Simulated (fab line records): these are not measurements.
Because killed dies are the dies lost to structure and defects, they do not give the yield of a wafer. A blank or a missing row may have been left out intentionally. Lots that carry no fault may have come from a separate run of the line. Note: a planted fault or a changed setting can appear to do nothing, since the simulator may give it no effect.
Comparing a struck lot with a sound one    flow n5_finfet    26 out of 1938 route steps
Sound: the wafers L551.1, L551.3, L551.5. The struck wafers were L560.1, L560.4, L560.6. At the end, the cause is stated.
Order at every step that has rows: each side's tool, ch and its chambers, its first start. Under that, the readings that differ: sound wafers    struck wafers    difference of the means    sigmas: that difference in standard deviations of wafers without a fault.
alike: readings whose means differ by less than 2 such deviations, and words and numbers that are the same on both sides. not compared: withheld readings, readings that some wafer has no value for, bounds like >300 that may hide the same value, and numbers for which the record gives no deviation and whose values overlap.
The two part at a step that has a row with sigmas, a row that says differs or no value, or rows on one side only. Numbers that have no deviation but don't overlap get no sigmas and don't part them. A reading that every wafer of one side lacks parts them only if that side has two wafers or more.

N5_BEOL_M6_ETCH_62: etches SOC in N2/H2, target depth 110 nm, overetch 22 nm, time 165 s.
  sound on rie_diel-06 ch 1,3, day 9 19:32; struck on rie_diel-05 ch 1,2,3, day 11 19:13
  alike: bias_w, drypump_motor_current_A, oes_product_au, rf_vpp_V, showerhead_plenum_p_Torr, throttle_valve_pct
  not compared: rf_hours_counter_h
then, 1 step without rows for these wafers: N5_BEOL_M6_STRIP_68 (strips in N2/H2).
N5_BEOL_M6_STRIP_67: strips in CF4.
  sound on rie_diel-06 ch 1,3, day 9 19:41; struck on rie_diel-05 ch 1,2,3, day 11 19:22
  alike: drypump_motor_current_A, oes_product_au, rf_vpp_V, showerhead_plenum_p_Torr, throttle_valve_pct
  not compared: rf_hours_counter_h
then, 1 step without rows for these wafers: N5_BEOL_M6_HM_OPEN_17 (chemistry Cl2/BCl3, target TiN, target depth 20 nm, overetch 6 nm).
N5_BEOL_M6_STRIP_19: strips in O2.
  sound on rie_diel-05 ch 1,2,3, day 9 19:52; struck on rie_diel-03 ch 0,2,3, day 11 19:31
  alike: drypump_motor_current_A, oes_product_au, rf_vpp_V, showerhead_plenum_p_Torr, throttle_valve_pct
  not compared: rf_hours_counter_h
N5_BEOL_M6_CD_MEAS_18: pitch 80 nm, target cd 40 nm.
  sound on cd_sem-03 at day 9 19:56; struck on cd_sem-01 at day 11 19:35
  alike: cd_nm
then, 6 steps without rows for these wafers: N5_BEOL_M6_COAT_63 (time 60 s, resist thk 60 nm); N5_BEOL_M6_COAT_64 (time 60 s, resist thk 12 nm); N5_BEOL_M6_COAT_71 (time 60 s, resist thk 5 nm); N5_BEOL_M6_COAT_22 (resist thk 30 nm); N5_BEOL_M6_EBR_24; N5_BEOL_M6_SOFTBAKE_23 (time 60 s).
N5_BEOL_M6_EXPOSE_25: exposes mask V5, target cd 40 nm.
  sound on euv_scanner-02 ch 0, day 9 22:55; struck on euv_scanner-02 ch 0, day 11 19:46
reading               sound           struck          difference  sigmas
exposure_dose_mJ_cm2  44.8 44.9 44.9  46.1 46.1 46.1  +1.2        +4
  alike: mask, focus_offset_nm
then, 2 steps without rows for these wafers: N5_BEOL_M6_PEB_26 (peb time 60 s); N5_BEOL_M6_DEVELOP_27 (develop time 30 s).
N5_BEOL_M6_CD_MEAS_28: the cd target is 40 nm.
  sound on cd_sem-02 ch 0, day 9 23:04; struck on cd_sem-01 ch 0, day 11 19:54
reading     sound              struck             difference  sigmas
cd_nm (nm)  40.03 39.86 39.97  40.87 40.69 40.57  +0.76       +4
N5_BEOL_M6_OVL_MEAS_29:
  sound on overlay-02 ch 0, day 9 23:05; struck on overlay-01 ch 0, day 11 19:56
  alike: V5_OVL
N5_BEOL_M6_INSPECT_30: inspects for defects (brightfield).
  sound on defect_inspect-01 at day 9 23:09; struck on defect_inspect-01 at day 11 19:59
  alike: raw_defect_count
N5_BEOL_M6_DESCUM_33: chemistry O2, time 7 s.
  sound on rie_diel-06 ch 0,2,3, day 9 23:11; struck on rie_diel-06 ch 2,3, day 11 20:01
reading                   sound           struck          difference  sigmas
model.BEOL_M6.cd_nm (nm)  39.8 40.2 40.4  40.6 40.8 40.6  +0.5        
  alike: drypump_motor_current_A, oes_product_au, rf_vpp_V, showerhead_plenum_p_Torr, throttle_valve_pct
  not compared: rf_hours_counter_h
N5_BEOL_M6_ETCH_72: etches underlayer in N2/H2, target depth 6.5 nm, time 5.2 s.
  sound on rie_diel-06 ch 0,2,3, day 9 23:13; struck on rie_diel-06 ch 2,3, day 11 20:04
  alike: bias_w, drypump_motor_current_A, etch_rf_on_time_s, oes_product_au, rf_vpp_V, showerhead_plenum_p_Torr, throttle_valve_pct
  not compared: rf_hours_counter_h
then, 1 step without rows for these wafers: N5_BEOL_M6_ETCH_65 (etches SiARC in CF4, target depth 15.6 nm, time 26 s).
N5_BEOL_M6_ETCH_66: etches SOC in N2/H2, target depth 80 nm, overetch 16 nm, time 120 s.
  sound on rie_diel-06 ch 0,2,3, day 9 23:16; struck on rie_diel-06 ch 2,3, day 11 20:06
  alike: bias_w, drypump_motor_current_A, oes_product_au, rf_vpp_V, showerhead_plenum_p_Torr, throttle_valve_pct
  not compared: rf_hours_counter_h
then, 2 steps without rows for these wafers: N5_BEOL_M6_STRIP_69 (strips in N2/H2); N5_BEOL_M6_STRIP_73 (strips in N2/H2).
N5_BEOL_M6_VIA_ETCH_34: etches SiCOH lowk in C4F6/O2, target depth 126.3 nm, time 50.9 s.
  sound on rie_diel-06 ch 0,2,3, day 9 23:22; struck on rie_diel-06 ch 2,3, day 11 20:12
  alike: bias_w, drypump_motor_current_A, oes_product_au, rf_vpp_V, showerhead_plenum_p_Torr, throttle_valve_pct
  not compared: rf_hours_counter_h, model.BEOL_M6.cd_nm
then, 1 step without rows for these wafers: N5_BEOL_M6_STRIP_76 (strips in C4F6/O2).

WHERE THEY PART
At N5_BEOL_M6_EXPOSE_25 first; at N5_BEOL_M6_CD_MEAS_28 last (within this record only). Later steps at which nothing parts them and some readings are alike: N5_BEOL_M6_OVL_MEAS_29, N5_BEOL_M6_INSPECT_30, N5_BEOL_M6_DESCUM_33, N5_BEOL_M6_ETCH_72, N5_BEOL_M6_ETCH_66, N5_BEOL_M6_VIA_ETCH_34.

WHY: whatever the simulator had introduced
Drift in process parameters on euv_scanner-02 at N5_BEOL_M6_EXPOSE_25, starting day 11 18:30. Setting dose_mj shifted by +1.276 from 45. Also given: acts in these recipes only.
